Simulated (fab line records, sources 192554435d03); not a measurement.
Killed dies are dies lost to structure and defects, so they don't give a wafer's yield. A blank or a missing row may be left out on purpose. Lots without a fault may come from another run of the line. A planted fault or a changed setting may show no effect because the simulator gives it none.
Which tool did it? | flow n5_finfet | 9 lots, 27 wafers sampled, at 5 steps of a route of 1938

WHAT THE GAUGES READ, wafer by wafer
N5_BEOL_M2_INSPECT_13: inspects for defects (brightfield). Usual: raw_defect_count 379, standard deviation 75.
lot  | measured     | on                | raw_defect_count | flag
L853 | day 6 15:36  | defect_inspect-02 | 396 395 330      |
L859 | day 7 22:48  | defect_inspect-02 | 334 385 304      |
L861 | day 8 14:47  | defect_inspect-01 | 254 451 335      |
L863 | day 9 06:34  | defect_inspect-02 | 296 320 285      |
L864 | day 9 06:47  | defect_inspect-02 | 386 417 364      |
L871 | day 11 02:46 | defect_inspect-01 | 335 299 348      |
L870 | day 11 05:08 | defect_inspect-02 | 327 300 290      |
L872 | day 11 09:05 | defect_inspect-02 | 447 447 425      |
L873 | day 11 21:03 | defect_inspect-02 | 332 311 375      |

N5_BEOL_M4_RC_MEAS_101. Usual: DIBL_N 35.8 mV/V, standard deviation 1.6; DIBL_P 36.0 mV/V, standard deviation 1.9; IOFF_N 0.151 nA/um, standard deviation 0.029; IOFF_P 0.21 nA/um, standard deviation 0.037; ION_N 673 uA/um, standard deviation 12; ION_P 463 uA/um, standard deviation 7.3; SS_N 71.5 mV/dec, standard deviation 0.58; SS_P 73.2 mV/dec, standard deviation 0.61; VT_N 251 mV, standard deviation 3.3; VT_P -250 mV, standard deviation 3.3.
lot  | measured     | on        | DIBL_N (mV/V)  | DIBL_P (mV/V)  | IOFF_N (nA/um)    | IOFF_P (nA/um) | ION_N (uA/um) | ION_P (uA/um) | SS_N (mV/dec)  | SS_P (mV/dec)  | VT_N (mV)   | VT_P (mV)      | flag
L853 | day 7 18:14  | prober-02 | 35.4 36.9 38.8 | 34.9 35.9 37.9 | 0.115 0.139 0.175 | 0.18 0.19 0.23 | 662 667 679   | 461 463 462   | 70.7 71.1 72.4 | 72.2 72.0 73.5 | 256 254 250 | -253 -251 -250 |
L859 | day 9 13:09  | prober-02 | 36.1 37.2 37.6 | 36.8 37.7 38.2 | 0.167 0.183 0.205 | 0.26 0.29 0.31 | 682 678 691   | 469 469 478   | 71.8 71.8 72.7 | 73.0 73.2 73.7 | 248 248 246 | -249 -244 -241 |
L861 | day 9 18:19  | prober-01 | 34.8 35.8 34.7 | 32.8 35.3 34.9 | 0.112 0.133 0.124 | 0.14 0.17 0.18 | 664 668 657   | 453 461 453   | 71.5 71.8 71.6 | 72.6 73.1 72.9 | 255 252 251 | -257 -252 -252 |
L863 | day 10 23:20 | prober-02 | 35.1 32.7 35.1 | 36.2 34.1 37.4 | 0.152 0.119 0.175 | 0.22 0.19 0.25 | 666 669 691   | 462 465 475   | 72.1 70.8 71.3 | 72.9 73.1 73.8 | 254 252 247 | -247 -248 -247 |
L864 | day 11 01:40 | prober-01 | 34.9 36.4 35.8 | 36.0 37.1 38.3 | 0.134 0.156 0.156 | 0.17 0.18 0.19 | 662 678 677   | 453 456 463   | 71.1 71.5 71.2 | 73.5 73.6 73.4 | 255 251 250 | -252 -258 -252 |
L871 | day 12 16:59 | prober-01 | 35.1 32.9 35.9 | 34.6 32.8 35.6 | 0.135 0.105 0.148 | 0.18 0.17 0.20 | 672 659 676   | 460 455 463   | 70.4 70.3 70.7 | 73.1 71.8 73.5 | 252 257 249 | -250 -251 -252 |
L870 | day 12 13:26 | prober-01 | 33.5 34.4 33.5 | 33.6 34.1 32.7 | 0.129 0.130 0.115 | 0.17 0.18 0.17 | 672 676 656   | 457 465 456   | 70.5 70.6 70.9 | 72.7 72.7 72.2 | 254 253 255 | -252 -252 -252 |
L872 | day 12 20:47 | prober-02 | 35.8 33.0 35.1 | 36.4 32.9 35.1 | 0.151 0.107 0.144 | 0.23 0.17 0.21 | 665 649 672   | 460 454 461   | 71.4 70.8 71.1 | 72.8 72.0 73.1 | 251 252 252 | -247 -252 -250 |
L873 | day 13 10:53 | prober-01 | 34.1 38.7 34.6 | 35.2 39.7 37.3 | 0.132 0.234 0.162 | 0.18 0.26 0.22 | 647 708 687   | 459 469 470   | 71.3 72.9 72.3 | 73.8 74.2 73.6 | 253 244 246 | -253 -247 -254 |

WHICH TOOL RAN EACH LOT (tool, then ch and the chambers of the sampled wafers, then the start)
lot  | N5_BEOL_M2_HM_OPEN_17             | N5_BEOL_M2_STRIP_19                | N5_BEOL_M2_COAT_76
L853 | rie_metal-03 ch 0,1, day 6 16:26  | rie_diel-04 ch 1,2,3, day 6 16:34  | litho_track-05 ch 0, day 6 16:41
L859 | rie_metal-01 ch 0,1, day 7 23:07  | rie_diel-03 ch 0,1, day 7 23:12    | litho_track-01 ch 0, day 7 23:19
L861 | rie_metal-03 ch 0,1, day 8 15:08  | rie_diel-03 ch 1,2,3, day 8 15:14  | litho_track-01 ch 0, day 8 15:21
L863 | rie_metal-02 ch 0,1, day 9 06:52  | rie_diel-02 ch 0,1,3, day 9 06:58  | litho_track-01 ch 0, day 9 07:05
L864 | rie_metal-03 ch 0,1, day 9 07:04  | rie_diel-04 ch 2,3, day 9 07:11    | litho_track-05 ch 0, day 9 07:18
L871 | rie_metal-01 ch 1, day 11 03:14   | rie_diel-03 ch 0,1,2, day 11 03:26 | litho_track-01 ch 0, day 11 03:33
L870 | rie_metal-02 ch 0,1, day 11 05:35 | rie_diel-02 ch 1,3, day 11 05:41   | litho_track-05 ch 0, day 11 05:49
L872 | rie_metal-01 ch 1, day 11 09:23   | rie_diel-02 ch 1,3, day 11 09:30   | litho_track-01 ch 0, day 11 09:37
L873 | rie_metal-02 ch 0,1, day 11 21:36 | rie_diel-04 ch 2,3, day 11 21:55   | litho_track-02 ch 0, day 11 22:02
- N5_BEOL_M2_HM_OPEN_17: chemistry Cl2/BCl3, target TiN, target depth 20 nm, overetch 6 nm.
- N5_BEOL_M2_STRIP_19: strips in O2.
- N5_BEOL_M2_COAT_76: time 60 s, resist thk 5 nm.

WHAT THE TOOLS THEMSELVES READ (means of the sampled wafers that have a number; where no wafer has one, the mark that the record gives instead)
N5_BEOL_M2_HM_OPEN_17. Usual: chamber_pressure_mTorr 10.000 mTorr, standard deviation 0.0083; drypump_motor_current_A 5.9 A, standard deviation 0.44; oes_product_au 0.63 a.u., standard deviation 0.099; throttle_valve_pct 22.15 %, standard deviation 0.23.
lot  | tool         | chamber_pressure_mTorr (mTorr) | drypump_motor_current_A (A) | oes_product_au (a.u.) | throttle_valve_pct (%) | flag
L853 | rie_metal-03 | 10.005                         | 5.5                         | 0.64                  | 22.52                  |
L859 | rie_metal-01 | 10.004                         | 5.5                         | 0.55                  | 22.19                  |
L861 | rie_metal-03 | 9.996                          | 5.5                         | 0.59                  | 22.42                  |
L863 | rie_metal-02 | 9.990                          | 6.4                         | 0.69                  | 22.12                  |
L864 | rie_metal-03 | 9.996                          | 5.5                         | 0.62                  | 22.54                  |
L871 | rie_metal-01 | 9.991                          | 5.4                         | 0.59                  | 22.01                  |
L870 | rie_metal-02 | 10.000                         | 6.4                         | 0.61                  | 22.03                  |
L872 | rie_metal-01 | 10.000                         | 5.4                         | 0.59                  | 22.01                  |
L873 | rie_metal-02 | 10.004                         | 6.4                         | 0.60                  | 22.04                  |

N5_BEOL_M2_STRIP_19. Usual: chamber_pressure_mTorr 30.002 mTorr, standard deviation 0.03; drypump_motor_current_A 5.8 A, standard deviation 0.46; o2_flow_sccm 225.1 sccm, standard deviation 0.68; oes_product_au 0.78 a.u., standard deviation 0.091; rf_vpp_V 3.6 V, standard deviation 0.52; showerhead_plenum_p_Torr 2.10 Torr, standard deviation 0.072; temp_c 40.00 C, standard deviation 0.11; throttle_valve_pct 16.63 %, standard deviation 0.18.
lot  | tool        | chamber_pressure_mTorr (mTorr) | drypump_motor_current_A (A) | o2_flow_sccm (sccm) | oes_product_au (a.u.) | rf_vpp_V (V) | showerhead_plenum_p_Torr (Torr) | temp_c (C) | throttle_valve_pct (%) | flag
L853 | rie_diel-04 | 29.992                         | 6.1                         | 224.7               | 0.78                  | 3.1          | 2.06                            | 39.96      | 16.71                  |
L859 | rie_diel-03 | 30.014                         | 5.4                         | 225.6               | 0.80                  | 3.4          | 2.11                            | 40.01      | 16.45                  |
L861 | rie_diel-03 | 29.986                         | 5.5                         | 224.4               | 0.87                  | 3.5          | 2.16                            | 39.95      | 16.46                  |
L863 | rie_diel-02 | 29.983                         | 5.7                         | 224.5               | 0.73                  | 3.6          | 2.08                            | 40.03      | 16.66                  |
L864 | rie_diel-04 | 30.007                         | 5.9                         | 225.7               | 0.76                  | 3.5          | 2.03                            | 39.94      | 16.79                  |
L871 | rie_diel-03 | 30.004                         | 5.5                         | 225.3               | 0.77                  | 3.3          | 2.09                            | 40.04      | 16.50                  |
L870 | rie_diel-02 | 29.992                         | 5.8                         | 224.6               | 0.71                  | 3.7          | 2.10                            | 39.94      | 16.68                  |
L872 | rie_diel-02 | 30.011                         | 6.0                         | 225.0               | 0.70                  | 3.5          | 2.12                            | 40.03      | 16.66                  |
L873 | rie_diel-04 | 30.001                         | 5.9                         | 225.3               | 0.93                  | 2.8          | 2.20                            | 40.03      | 16.50                  |

N5_BEOL_M2_COAT_76. Usual: run_length_s 66.23 s, standard deviation 0.2.
lot  | tool           | run_length_s (s) | flag
L853 | litho_track-05 | 66.24            |
L859 | litho_track-01 | 66.23            |
L861 | litho_track-01 | 66.09            |
L863 | litho_track-01 | 66.12            |
L864 | litho_track-05 | 66.17            |
L871 | litho_track-01 | 69.32            | OFF
L870 | litho_track-05 | 66.12            |
L872 | litho_track-01 | 72.36            | OFF
L873 | litho_track-02 | 66.58            |

THE ANSWER, worked out from the rows above alone
Rule: a lot is off if the mean of its wafers that have a number lies more than 3 standard deviations from the usual mean. A lot without any number at a reading at which 4 lots or more have one is off too. The other lots that the step has rows for count as sound. The gauges are gone through in route order, then the tools' own readings, and for those a lot's mean is taken as printed above. The first step at which some lot is off is used, and at that step the reading that is off furthest; a lot without a number counts as furthest.
Off: L871, L872, at N5_BEOL_M2_COAT_76 (run_length_s).
A tool fits if, at that step or a process step before it, it ran every lot that is off, and no sound lot after the first of them. Can't be told from this: 2 tools fit, rie_metal-01 at N5_BEOL_M2_HM_OPEN_17, litho_track-01 at N5_BEOL_M2_COAT_76.

WHAT THE SIMULATOR HAD PUT IN
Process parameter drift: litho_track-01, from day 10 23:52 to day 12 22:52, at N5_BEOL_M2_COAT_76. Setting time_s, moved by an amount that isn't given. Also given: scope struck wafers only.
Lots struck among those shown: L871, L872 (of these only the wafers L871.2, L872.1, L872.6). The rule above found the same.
